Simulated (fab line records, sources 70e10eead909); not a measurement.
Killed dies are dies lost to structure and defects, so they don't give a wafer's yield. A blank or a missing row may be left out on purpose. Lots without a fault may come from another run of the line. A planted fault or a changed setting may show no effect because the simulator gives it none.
fab line records | flow nand_harc | part 2 of 2: steps 21 to 32 of 32
record lots=5 wafers=15 last_day=33
route steps=1302 shown A_BLC@1116 A_M0@1137
lots that met no fault: from a run of the same line without faults
start_h: hours from the record's first day to the start of the lot's first wafer shown | wait_h: hours since the lot's step before | " the same as in the row above | L1.1+2: a row that stands for several wafers | - no value, or no start given | * or withheld: withheld | < > ~ a bound
route shown NAME@n: a module of which the file shows steps, and the number in the route of the first | usual: mean/standard deviation of fault-free wafers | same: alike in all rows | chamber/n: place in a boat | sites: the reading at each site | _std_site: their standard deviation | _edge_site: outer sites' mean less inner sites' | radius_mm: how far each site lies from the wafer's centre | mask NAME#n: copy n | behind: the tool/chamber that last shaped the wafer | hold: why the lot was held/for how many hours/how that ended | device: the transistor (n, p or np) that didn't switch | end of line: the same wafers' tests at the end of the route | a step without rows: its recipe alone | killed: dies lost to structure and defects at the first sort, not the wafer's yield | map: a wafer's dies, x killed, . not, _ none there
set.NAME: the setting as run; set.NAME@STEP: as run at that earlier step | model.NAME: the simulator's own value behind a step, which no gauge read
lots at some steps of the route; a table a step, a row a wafer
services: from which hour (start_h, from the record's first day; less than 0 if before it) a tool's chamber was out of use, for how many hours, and why
## steps
# step NHARC_A_M0_DEP_00
# recipe target_thk_a=1500 target_thk_nm=150 temp_c=withheld pressure_torr=5 flow_sccm=200 rf_w=600 material=SiOC
# usual chamber_pressure_Torr=4.998/0.011 rf_fwd_power_W=598.7/1.9 showerhead_vpp_V=1522/68
# columns lot.wafer tool chamber start_h wait_h chamber_pressure_Torr rf_fwd_power_W showerhead_vpp_V
L081.5 pecvd-02 1 578.15 0.2 4.994 598.0 1593
L081.6 " 2 " " 5.006 600.3 1640
L081.4 " 0 " " 4.983 597.6 1503
L080.2 pecvd-03 1 579.73 0.1 4.992 598.6 1617
L080.1 " 2 " " 5.001 597.6 1565
L080.4 " 0 " " 4.986 597.7 1440
L083.1 pecvd-03 2 595.43 0.1 5.008 599.6 1573
L083.3 " 2 " " 4.997 597.3 1582
L083.5 " 2 " " 4.989 599.8 1562
L087.3 pecvd-04 0 649.69 0.1 4.994 597.4 1521
L087.1 " 1 " " 4.994 600.4 1449
L087.4 " 2 " " 5.010 599.9 1492
L097.2 pecvd-02 1 753.51 0.1 5.008 597.9 1595
L097.1 " 0 " " 4.999 600.1 1512
L097.5 " 2 " " 4.993 602.6 1647
# step NHARC_A_M0_DEHYDRATE_01
# recipe temp_c=150 time_s=120
# usual plate_temp_C=149.98/0.12
# columns lot.wafer tool chamber start_h wait_h plate_temp_C
L081.4 litho_track-01 0 578.42 - 149.96
L081.5 " 0 " " 149.78
L081.6 " 0 " " 149.77
L080.1 litho_track-06 0 580.09 - 149.89
L080.2 " 0 " " 149.92
L080.4 " 0 " " 149.80
L083.1 litho_track-04 0 595.90 0.4 150.00
L083.3 " 0 " " 150.06
L083.5 " 0 " " 150.27
L087.1 litho_track-04 0 650.05 - 150.23
L087.3 " 0 " " 150.00
L087.4 " 0 " " 149.82
L097.1 litho_track-06 0 753.91 - 150.04
L097.2 " 0 " " 150.02
L097.5 " 0 " " 150.20
# step NHARC_A_M0_HMDS_02
# recipe time_s=30
# columns lot.wafer tool chamber start_h wait_h
L081.4+5+6 litho_track-01 0 - -
L080.1+2+4 litho_track-06 0 - -
L083.1+3+5 litho_track-04 0 - -
L087.1+3+4 litho_track-04 0 - -
L097.1+2+5 litho_track-06 0 - -
# step NHARC_A_M0_COAT_33
# recipe temp_c=200 time_s=65
# usual plate_temp_C=200.01/0.17
# columns lot.wafer tool chamber start_h wait_h plate_temp_C
L081.4 litho_track-01 0 - - 199.98
L081.5 " 0 " " 200.11
L081.6 " 0 " " 199.94
L080.1 litho_track-06 0 - - 200.21
L080.2 " 0 " " 200.32
L080.4 " 0 " " 199.95
L083.1 litho_track-04 0 - - 199.96
L083.3 " 0 " " 199.92
L083.5 " 0 " " 199.99
L087.1 litho_track-04 0 - - 199.98
L087.3 " 0 " " 199.95
L087.4 " 0 " " 199.97
L097.1 litho_track-06 0 - - 200.16
L097.2 " 0 " " 200.42
L097.5 " 0 " " 200.22
# step NHARC_A_M0_COAT_03
# recipe spin_rpm=1500 resist_thk_nm=90
# usual spin_speed_rpm=1500.0/1.1
# columns lot.wafer tool chamber start_h wait_h spin_speed_rpm
L081.4 litho_track-01 0 - - 1499.5
L081.5 " 0 " " 1497.8
L081.6 " 0 " " 1499.5
L080.1 litho_track-06 0 - - 1500.9
L080.2 " 0 " " 1500.6
L080.4 " 0 " " 1500.8
L083.1 litho_track-04 0 - - 1497.6
L083.3 " 0 " " 1500.4
L083.5 " 0 " " 1500.2
L087.1 litho_track-04 0 - - 1498.9
L087.3 " 0 " " 1500.7
L087.4 " 0 " " 1500.2
L097.1 litho_track-06 0 - - 1499.7
L097.2 " 0 " " 1498.4
L097.5 " 0 " " 1501.4
# step NHARC_A_M0_SOFTBAKE_04
# recipe temp_c=105 time_s=55
# usual plate_temp_C=104.98/0.15
# columns lot.wafer tool chamber start_h wait_h plate_temp_C
L081.4 litho_track-01 0 - - 104.89
L081.5 " 0 " " 104.93
L081.6 " 0 " " 105.07
L080.1 litho_track-06 0 - - 104.91
L080.2 " 0 " " 104.85
L080.4 " 0 " " 104.90
L083.1 litho_track-04 0 - - 105.01
L083.3 " 0 " " 104.99
L083.5 " 0 " " 104.94
L087.1 litho_track-04 0 - - 104.90
L087.3 " 0 " " 104.91
L087.4 " 0 " " 104.96
L097.1 litho_track-06 0 - - 105.30
L097.2 " 0 " " 105.20
L097.5 " 0 " " 105.06
# step NHARC_A_M0_EBR_05
# columns lot.wafer tool chamber start_h wait_h
L081.4+5+6 litho_track-01 0 - -
L080.1+2+4 litho_track-06 0 - -
L083.1+3+5 litho_track-04 0 - -
L087.1+3+4 litho_track-04 0 - -
L097.1+2+5 litho_track-06 0 - -
# step NHARC_A_M0_EXPOSE_06
# recipe na=1.35 target_cd_nm=80 dose_mj=83.25 mask_id=A_M0
# usual exposure_dose_mJ_cm2=83.17/0.1
# columns lot.wafer tool chamber start_h wait_h mask exposure_dose_mJ_cm2
L081.4 arfi_scanner-01 0 578.72 - A_M0#0 83.09
L081.5 " 0 " " A_M0#0 83.07
L081.6 " 0 " " A_M0#0 83.07
L080.1 arfi_scanner-01 0 580.25 - A_M0#0 83.06
L080.2 " 0 " " A_M0#0 83.03
L080.4 " 0 " " A_M0#0 83.08
L083.1 arfi_scanner-03 0 596.18 - A_M0#0 83.07
L083.3 " 0 " " A_M0#0 83.13
L083.5 " 0 " " A_M0#0 83.10
L087.1 arfi_scanner-02 0 650.34 - A_M0#0 83.11
L087.3 " 0 " " A_M0#0 83.28
L087.4 " 0 " " A_M0#0 83.15
L097.1 arfi_scanner-02 0 754.20 - A_M0#0 83.22
L097.2 " 0 " " A_M0#0 83.23
L097.5 " 0 " " A_M0#0 83.33
# step NHARC_A_M0_PEB_07
# recipe peb_temp_c=100 peb_time_s=65
# usual plate_temp_C=99.99/0.11
# columns lot.wafer tool chamber start_h wait_h plate_temp_C
L081.4 litho_track-04 0 578.77 0.0 100.20
L081.5 " 0 " " 100.05
L081.6 " 0 " " 100.11
L080.1 litho_track-04 0 580.31 0.1 99.95
L080.2 " 0 " " 100.01
L080.4 " 0 " " 99.94
L083.1 litho_track-01 0 596.24 0.1 100.08
L083.3 " 0 " " 99.98
L083.5 " 0 " " 100.03
L087.1 litho_track-01 0 650.40 0.1 99.85
L087.3 " 0 " " 100.00
L087.4 " 0 " " 99.92
L097.1 litho_track-01 0 754.26 0.1 100.01
L097.2 " 0 " " 100.01
L097.5 " 0 " " 99.95
# step NHARC_A_M0_DEVELOP_08
# recipe develop_time_s=35 dev_temp_c=23
# usual developer_temp_C=23.01/0.12
# same develop_time_s=35
# columns lot.wafer tool chamber start_h wait_h developer_temp_C
L081.4 litho_track-04 0 - - 22.92
L081.5 " 0 " " 22.92
L081.6 " 0 " " 23.00
L080.1 litho_track-04 0 - - 23.03
L080.2 " 0 " " 23.29
L080.4 " 0 " " 23.17
L083.1 litho_track-01 0 - - 22.92
L083.3 " 0 " " 22.95
L083.5 " 0 " " 22.90
L087.1 litho_track-01 0 - - 22.92
L087.3 " 0 " " 23.15
L087.4 " 0 " " 22.98
L097.1 litho_track-01 0 - - 23.19
L097.2 " 0 " " 23.31
L097.5 " 0 " " 23.18
# step NHARC_A_M0_CD_MEAS_09
# recipe target_cd_nm=80 landing_energy_ev=500
# usual cd_nm=80.2/0.65
# columns lot.wafer tool chamber start_h wait_h cd_nm
L081.4 cd_sem-03 0 578.85 - 80.4
L081.5 " 0 " " 80.6
L081.6 " 0 " " 79.4
L080.1 cd_sem-01 0 580.39 - 81.1
L080.2 " 0 " " 80.0
L080.4 " 0 " " 80.0
L083.1 cd_sem-01 0 596.32 - 80.1
L083.3 " 0 " " 80.3
L083.5 " 0 " " 80.1
L087.1 cd_sem-03 0 650.48 - 81.0
L087.3 " 0 " " 80.4
L087.4 " 0 " " 80.8
L097.1 cd_sem-01 0 754.34 - 80.0
L097.2 " 0 " " 80.6
L097.5 " 0 " " 80.6
# step NHARC_A_M0_OVL_MEAS_10
# recipe pitch_nm=160
# usual overlay_x_nm=0.0/0.83 overlay_y_nm=0.0/1
# columns lot.wafer tool chamber start_h wait_h overlay_x_nm overlay_y_nm
L081.4 overlay-02 - 578.94 - 1.1 -0.6
L081.5 " - " " 0.0 -1.1
L081.6 " - " " 0.2 -1.1
L080.1 overlay-01 - 580.48 - -1.3 -0.2
L080.2 " - " " -1.4 0.3
L080.4 " - " " -1.4 0.3
L083.1 overlay-01 - 596.41 - -0.8 0.7
L083.3 " - " " -0.9 1.1
L083.5 " - " " -0.6 0.7
L087.1 overlay-02 - 650.57 - -0.2 0.6
L087.3 " - " " -0.6 0.3
L087.4 " - " " -0.3 0.7
L097.1 overlay-02 - 754.43 - 0.1 -1.3
L097.2 " - " " 0.3 -1.6
L097.5 " - " " 0.7 -1.7
## services
# columns tool chamber start_h hours kind
litho_track-04 - 553.00 7.0 pm
wet_bench-03 - 562.43 8.0 pm
rie_diel-05 - 583.60 9.0 pm
rie_diel-11 - 601.62 17.9 repair
rie_diel-11 - 619.54 9.0 pm
cvd_w-01 - 635.98 0.5 repair
pvd_sputter-02 - 638.00 10.0 pm
rie_diel-07 - 651.66 9.0 pm
litho_track-01 - 680.00 7.0 pm
wet_bench-09 - 685.51 3.8 repair
pvd_sputter-02 - 686.22 13.7 repair
rie_diel-07 2 688.27 1.8 repair
rie_diel-05 - 697.62 1.1 repair
litho_track-06 - 704.00 7.0 pm
pvd_sputter-03 - 704.00 10.0 pm
wet_bench-09 - 704.83 8.0 pm
rie_diel-07 3 711.57 2.4 repair
pvd_sputter-02 - 727.93 2.2 repair
litho_track-04 - 728.00 7.0 pm
cvd_w-01 - 728.38 13.0 pm
rie_diel-07 2 737.65 8.0 repair
wet_bench-03 - 738.43 8.0 pm
rie_diel-11 1 741.32 8.9 repair
pvd_sputter-03 - 745.69 1.0 repair
